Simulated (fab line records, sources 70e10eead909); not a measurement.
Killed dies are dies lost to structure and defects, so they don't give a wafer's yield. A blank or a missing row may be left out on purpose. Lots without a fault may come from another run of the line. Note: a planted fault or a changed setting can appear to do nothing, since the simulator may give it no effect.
What tool caused it? ; flow nandHarc ; 13 lots, 39 wafers sampled, at 5 steps of a route of 1159

== WHAT EACH GAUGE READ, for each wafer ==
NHARC_A_CONTACT_INSPECT_71. Usual: rawDefectCount 28, standard deviation 14.
lot;measured;on;rawDefectCount;flag
L922;day 16 10:02;defectInspect-01;16 16 22;
L925;day 16 22:06;defectInspect-01;7 7 9;
L923;day 16 22:40;defectInspect-01;30 39 36;
L926;day 17 13:32;defectInspect-02;42 31 47;
L924;day 17 15:53;defectInspect-01;23 18 12;
L927;day 18 04:34;defectInspect-01;19 20 29;
L928;day 18 06:14;defectInspect-01;40 25 29;
L929;day 18 11:05;defectInspect-02;8 6 6;
L930;day 18 21:07;defectInspect-02;20 21 23;
L933;day 19 07:02;defectInspect-02;10 11 14;
L934;day 19 19:32;defectInspect-02;30 29 21;
L942;day 21 18:45;defectInspect-02;22 30 22;
L945;day 21 22:08;defectInspect-02;41 40 45;

NHARC_A_CONTACT_CD_MEAS_80. Usual: cdNm 189.4 nm, standard deviation 1.
lot;measured;on;cdNm (nm);flag
L922;day 16 13:22;cdSem-01;188.9 190.5 189.0;
L925;day 17 02:17;cdSem-01;189.7 189.6 189.8;
L923;day 17 02:46;cdSem-01;190.3 188.4 190.8;
L926;day 17 17:31;cdSem-03;188.6 189.1 190.1;
L924;day 17 21:14;cdSem-02;188.9 190.8 189.0;
L927;day 18 07:56;cdSem-01;187.0 187.5 187.5;
L928;day 18 09:33;cdSem-03;189.2 190.3 190.8;
L929;day 18 14:26;cdSem-01;190.7 190.8 190.0;
L930;day 19 00:35;cdSem-02;187.1 186.5 186.8;
L933;day 19 10:20;cdSem-01;190.5 189.0 189.4;
L934;day 19 22:50;cdSem-02;189.0 190.0 189.9;
L942;day 21 22:11;cdSem-01;189.0 190.7 190.0;
L945;day 22 01:38;cdSem-01;189.1 188.6 188.1;

NHARC_END_SORT_01. Usual: killedAtArray 25, standard deviation 10; killedAtOther 0.6, standard deviation 0.91; killedAtPeriphery 3.6, standard deviation 2.9; killedDies 29, standard deviation 10; killedOpen 3.3, standard deviation 2; killedShort 1.9, standard deviation 1.5.
lot;measured;on;killedAtArray;killedAtOther;killedAtPeriphery;killedDies;killedOpen;killedShort;flag
L942;day 24 07:19;prober-01;28 609 24;0 0 1;2 8 3;30 617 28;4 3 1;3 1 2;OFF

== WHICH TOOL RAN EACH LOT (tool, then ch and the chambers of the sampled wafers, then the start) ==
lot;NHARC_A_CONTACT_ETCH_106;NHARC_A_CONTACT_DEP_84
L922;rieDiel-03 ch 1,3, day 16 13:42;aclDep-01 ch 0, day 16 14:21
L925;rieDiel-03 ch 0,1, day 17 02:42;aclDep-03 ch 0, day 17 04:19
L923;rieDiel-03 ch 0,2, day 17 03:10;aclDep-02 ch 0, day 17 04:23
L926;rieDiel-03 ch 0,1, day 17 17:49;aclDep-02 ch 0, day 17 18:40
L924;rieDiel-03 ch 0,1,2, day 17 21:32;aclDep-02 ch 0, day 17 23:37
L927;rieDiel-03 ch 1,2,3, day 18 08:14;aclDep-02 ch 0, day 18 12:16
L928;rieDiel-11 ch 1,2,3, day 18 09:53;aclDep-01 ch 0, day 18 13:58
L929;rieDiel-03 ch 0,2,3, day 18 15:07;aclDep-03 ch 0, day 18 17:20
L930;rieDiel-03 ch 1,2, day 19 00:55;aclDep-01 ch 0, day 19 01:35
L933;rieDiel-11 ch 1,2,3, day 19 12:16;aclDep-03 ch 0, day 19 13:05
L934;rieDiel-03 ch 1,2,3, day 19 23:07;aclDep-03 ch 0, day 19 23:47
L942;rieDiel-11 ch 0,2, day 21 22:41;aclDep-02 ch 0, day 22 01:02
L945;rieDiel-03 ch 1,2, day 22 01:55;aclDep-03 ch 0, day 22 03:18
- NHARC_A_CONTACT_ETCH_106: etches the open film in CF4/O2, target depth 60 nm, overetch 6 nm, time 33 s.
- NHARC_A_CONTACT_DEP_84: deposits aC, target thk 2000 nm.

== WHAT THE TOOLS THEMSELVES READ (means of the sampled wafers that have a number; where no wafer has one, the mark that the record gives instead) ==
NHARC_A_CONTACT_ETCH_106. Usual: drypumpMotorCurrentA 6.0 A, standard deviation 0.39; oesProductAu 1.001 a.u., standard deviation 0.013; rfVppV 197.7 V, standard deviation 1.6; showerheadPlenumPTorr 1.33 Torr, standard deviation 0.069; throttleValvePct 13.397 %, standard deviation 0.0081.
lot;tool;drypumpMotorCurrentA (A);oesProductAu (a.u.);rfVppV (V);showerheadPlenumPTorr (Torr);throttleValvePct (%);flag
L922;rieDiel-03;6.5;0.990;196.7;1.28;13.401;
L925;rieDiel-03;5.9;1.002;197.4;1.30;13.398;
L923;rieDiel-03;5.7;1.002;198.1;1.37;13.396;
L926;rieDiel-03;6.0;0.996;196.5;1.27;13.394;
L924;rieDiel-03;5.8;0.996;198.0;1.32;13.392;
L927;rieDiel-03;6.1;1.001;197.5;1.31;13.400;
L928;rieDiel-11;6.1;1.005;197.5;1.36;13.398;
L929;rieDiel-03;6.1;0.998;198.8;1.34;13.390;
L930;rieDiel-03;5.9;1.001;197.5;1.30;13.394;
L933;rieDiel-11;6.1;1.021;198.3;1.36;13.399;
L934;rieDiel-03;6.1;1.010;197.7;1.31;13.398;
L942;rieDiel-11;5.9;0.962;196.6;1.31;13.398;
L945;rieDiel-03;5.9;0.996;197.7;1.29;13.394;

NHARC_A_CONTACT_DEP_84. Usual: throttleValvePct 35.001 %, standard deviation 0.0097.
lot;tool;throttleValvePct (%);flag
L922;aclDep-01;35.005;
L925;aclDep-03;35.005;
L923;aclDep-02;35.003;
L926;aclDep-02;35.010;
L924;aclDep-02;35.004;
L927;aclDep-02;35.004;
L928;aclDep-01;35.003;
L929;aclDep-03;34.998;
L930;aclDep-01;35.003;
L933;aclDep-03;34.996;
L934;aclDep-03;35.009;
L942;aclDep-02;34.988;
L945;aclDep-03;34.995;

== THE ANSWER, worked out from the rows above alone ==
Rule: a lot counts as off when the mean over its wafers that have a number is more than 3 standard deviations away from the usual mean. Also off: a lot with no number at a reading for which 4 or more lots have one. All remaining lots with rows at the step are treated as sound. The gauges are gone through in route order, then the tools' own readings, and for those a lot's mean is taken as printed above. At the first step where some lot is off, the reading lying furthest off is the one used; lots without a number count as furthest.
Off at NHARC_END_SORT_01 (killedDies): L942. Neither off nor sound, because the step has no rows for them: L922, L925, L923, L926, L924, L927, L928, L929, L930, L933, L934, L945.
A tool fits if, at a process step before that reading, it ran every lot that is off, and no sound lot after the first of them. Those tools and the gauges at NHARC_END_SORT_01 are tried in the same way. Can't be told from this: 3 tools fit, rieDiel-11 at NHARC_A_CONTACT_ETCH_106, aclDep-02 at NHARC_A_CONTACT_DEP_84, prober-01 at NHARC_END_SORT_01.

== WHAT THE SIMULATOR HAD PUT IN ==
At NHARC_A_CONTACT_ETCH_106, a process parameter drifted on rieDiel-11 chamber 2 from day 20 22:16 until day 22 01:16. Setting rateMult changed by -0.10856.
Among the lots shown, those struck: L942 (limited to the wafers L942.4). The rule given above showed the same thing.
